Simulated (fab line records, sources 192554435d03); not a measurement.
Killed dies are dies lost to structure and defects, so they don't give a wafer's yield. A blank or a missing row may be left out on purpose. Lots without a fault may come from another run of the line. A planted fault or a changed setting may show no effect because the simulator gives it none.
Chamber matching | flow n5_finfet | N5_BEOL_M0_SAQP_STRIP_75 on rie_diel-05: 4 sister chambers
The step strips in CF4. 16 wafers are shown with their chamber, then 8 later ones without.

WAFERS WITH THEIR CHAMBER
wafer  | chamber | showerhead_plenum_p_Torr (Torr) | throttle_valve_pct (%) | drypump_motor_current_A (A)
L074.2 | 2       | 1.84                            | 13.14                  | 5.5
L074.5 | 2       | 1.84                            | 13.15                  | 5.5
L074.6 | 1       | 1.67                            | 13.69                  | 5.7
L075.1 | 2       | 1.84                            | 13.13                  | 5.5
L075.2 | 3       | 1.74                            | 13.58                  | 5.5
L075.4 | 0       | 1.72                            | 13.81                  | 6.0
L086.1 | 0       | 1.72                            | 13.84                  | 6.0
L086.2 | 3       | 1.73                            | 13.64                  | 5.5
L086.6 | 2       | 1.84                            | 13.19                  | 5.5
L088.1 | 3       | 1.73                            | 13.65                  | 5.5
L088.4 | 0       | 1.72                            | 13.85                  | 6.0
L088.5 | 2       | 1.84                            | 13.21                  | 5.6
L092.2 | 0       | 1.71                            | 13.88                  | 6.0
L092.4 | 2       | 1.83                            | 13.23                  | 5.6
L092.5 | 3       | 1.73                            | 13.65                  | 5.6
L093.1 | 0       | 1.71                            | 13.87                  | 6.0

SIGNATURES (means of the wafers above)
reading                  | chamber 0 | chamber 1 | chamber 2 | chamber 3 | scatter within a chamber
showerhead_plenum_p_Torr | 1.7160    | 1.6700    | 1.8383    | 1.7325    | 0.00482
throttle_valve_pct       | 13.8500   | 13.6900   | 13.1750   | 13.6300   | 0.0351
drypump_motor_current_A  | 6.000     | 5.700     | 5.533     | 5.525     | 0.0417
Rule: a wafer's distance from a chamber is the root of the sum, over the readings, of the square of ((its reading less the chamber's mean) divided by the reading's scatter). The wafer belongs to the nearest chamber; if the next one is less than 2 further off, it can't be placed. The scatter: the root of (the sum of the squares of (reading less its chamber's mean) over the shown wafers, divided by (wafers less chambers)).

WAFERS WITHOUT THEIR CHAMBER
wafer  | showerhead_plenum_p_Torr (Torr) | throttle_valve_pct (%) | drypump_motor_current_A (A)
L093.4 | 1.67                            | 13.74                  | 5.7
L093.6 | 1.71                            | 13.88                  | 6.0
L094.3 | 1.83                            | 13.21                  | 5.5
L094.5 | 1.67                            | 13.74                  | 5.7
L094.6 | 1.83                            | 13.22                  | 5.5
L096.1 | 1.73                            | 13.67                  | 5.5
L096.4 | 1.71                            | 13.89                  | 6.0
L096.5 | 1.83                            | 13.22                  | 5.6

WHICH CHAMBER EACH WENT THROUGH
wafer  | from the rows above | in truth
L093.4 | 1                   | 1
L093.6 | 0                   | 0
L094.3 | 2                   | 2
L094.5 | 1                   | 1
L094.6 | 2                   | 2
L096.1 | 3                   | 3
L096.4 | 0                   | 0
L096.5 | 2                   | 2
Placed correctly: 8 of 8. Can't be placed from these rows: 0. Placed wrongly: 0.
